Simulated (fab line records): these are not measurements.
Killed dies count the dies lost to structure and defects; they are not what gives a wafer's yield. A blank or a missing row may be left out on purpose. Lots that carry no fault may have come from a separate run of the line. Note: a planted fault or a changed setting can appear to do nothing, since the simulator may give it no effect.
Matching of chambers / flow nand-harc / rie-diel-11 running NHARC_P_GATE_DESCUM_93: 4 sister chambers
The step chemistry O2, time 3 s. 16 wafers are shown with their chamber, then 8 later ones without.

## WAFERS PAIRED WITH THEIR CHAMBERS
wafer=L146.1; chamber=3; showerhead-plenum-p-Torr (Torr)=1.87; drypump-motor-current-A (A)=6.4; rf-vpp-V (V)=56.7
wafer=L146.2; chamber=0; showerhead-plenum-p-Torr (Torr)=1.91; drypump-motor-current-A (A)=5.5; rf-vpp-V (V)=57.5
wafer=L146.4; chamber=1; showerhead-plenum-p-Torr (Torr)=1.99; drypump-motor-current-A (A)=6.8; rf-vpp-V (V)=56.8
wafer=L147.2; chamber=1; showerhead-plenum-p-Torr (Torr)=1.99; drypump-motor-current-A (A)=6.7; rf-vpp-V (V)=59.4
wafer=L147.5; chamber=0; showerhead-plenum-p-Torr (Torr)=1.91; drypump-motor-current-A (A)=5.5; rf-vpp-V (V)=58.5
wafer=L147.6; chamber=3; showerhead-plenum-p-Torr (Torr)=1.86; drypump-motor-current-A (A)=6.4; rf-vpp-V (V)=57.5
wafer=L153.3; chamber=1; showerhead-plenum-p-Torr (Torr)=1.99; drypump-motor-current-A (A)=6.7; rf-vpp-V (V)=58.3
wafer=L153.4; chamber=0; showerhead-plenum-p-Torr (Torr)=1.91; drypump-motor-current-A (A)=5.6; rf-vpp-V (V)=57.6
wafer=L153.6; chamber=1; showerhead-plenum-p-Torr (Torr)=1.99; drypump-motor-current-A (A)=6.8; rf-vpp-V (V)=57.0
wafer=L154.1; chamber=2; showerhead-plenum-p-Torr (Torr)=1.99; drypump-motor-current-A (A)=6.5; rf-vpp-V (V)=57.8
wafer=L154.4; chamber=0; showerhead-plenum-p-Torr (Torr)=1.91; drypump-motor-current-A (A)=5.5; rf-vpp-V (V)=58.3
wafer=L154.6; chamber=1; showerhead-plenum-p-Torr (Torr)=1.99; drypump-motor-current-A (A)=6.8; rf-vpp-V (V)=58.5
wafer=L155.2; chamber=3; showerhead-plenum-p-Torr (Torr)=1.86; drypump-motor-current-A (A)=6.4; rf-vpp-V (V)=56.5
wafer=L155.4; chamber=2; showerhead-plenum-p-Torr (Torr)=1.99; drypump-motor-current-A (A)=6.5; rf-vpp-V (V)=59.5
wafer=L155.6; chamber=2; showerhead-plenum-p-Torr (Torr)=1.99; drypump-motor-current-A (A)=6.5; rf-vpp-V (V)=58.0
wafer=L158.3; chamber=2; showerhead-plenum-p-Torr (Torr)=1.99; drypump-motor-current-A (A)=6.5; rf-vpp-V (V)=58.9

SIGNATURES, as means of the wafers listed above
reading=showerhead-plenum-p-Torr; chamber 0=1.9100; chamber 1=1.9900; chamber 2=1.9900; chamber 3=1.8633; scatter within a chamber=0.00236
reading=drypump-motor-current-A; chamber 0=5.525; chamber 1=6.760; chamber 2=6.500; chamber 3=6.400; scatter within a chamber=0.0403
reading=rf-vpp-V; chamber 0=57.975; chamber 1=58.000; chamber 2=58.550; chamber 3=56.900; scatter within a chamber=0.813
Rule: a wafer lies at a distance from a chamber equal to the root of the sum of squares, over the readings, of (its reading less the chamber's mean, divided by the reading's scatter). If the next closest chamber is less than 2 further off than the closest, the wafer can't be placed; otherwise it belongs to the closest. How the scatter is found: for the shown wafers, subtract from each reading the mean of its chamber, square and add these, divide the total by (wafers less chambers), then take the root.

## WAFERS WHOSE CHAMBER IS MISSING
wafer=L158.5; showerhead-plenum-p-Torr (Torr)=1.99; drypump-motor-current-A (A)=6.5; rf-vpp-V (V)=58.9
wafer=L158.6; showerhead-plenum-p-Torr (Torr)=1.86; drypump-motor-current-A (A)=6.4; rf-vpp-V (V)=58.3
wafer=L160.4; showerhead-plenum-p-Torr (Torr)=1.86; drypump-motor-current-A (A)=6.4; rf-vpp-V (V)=56.8
wafer=L160.5; showerhead-plenum-p-Torr (Torr)=1.86; drypump-motor-current-A (A)=6.4; rf-vpp-V (V)=56.3
wafer=L160.6; showerhead-plenum-p-Torr (Torr)=1.91; drypump-motor-current-A (A)=5.5; rf-vpp-V (V)=57.9
wafer=L161.1; showerhead-plenum-p-Torr (Torr)=1.91; drypump-motor-current-A (A)=5.6; rf-vpp-V (V)=58.2
wafer=L161.3; showerhead-plenum-p-Torr (Torr)=1.99; drypump-motor-current-A (A)=6.8; rf-vpp-V (V)=58.5
wafer=L161.6; showerhead-plenum-p-Torr (Torr)=1.91; drypump-motor-current-A (A)=5.6; rf-vpp-V (V)=58.8

## WHICH CHAMBER EACH WENT THROUGH
wafer=L158.5; from the rows above=2; in truth=2
wafer=L158.6; from the rows above=3; in truth=3
wafer=L160.4; from the rows above=3; in truth=3
wafer=L160.5; from the rows above=3; in truth=3
wafer=L160.6; from the rows above=0; in truth=0
wafer=L161.1; from the rows above=0; in truth=0
wafer=L161.3; from the rows above=1; in truth=1
wafer=L161.6; from the rows above=0; in truth=0
Placed correctly: 8 of 8. Number that these rows cannot place: 0. Wrongly placed: 0.
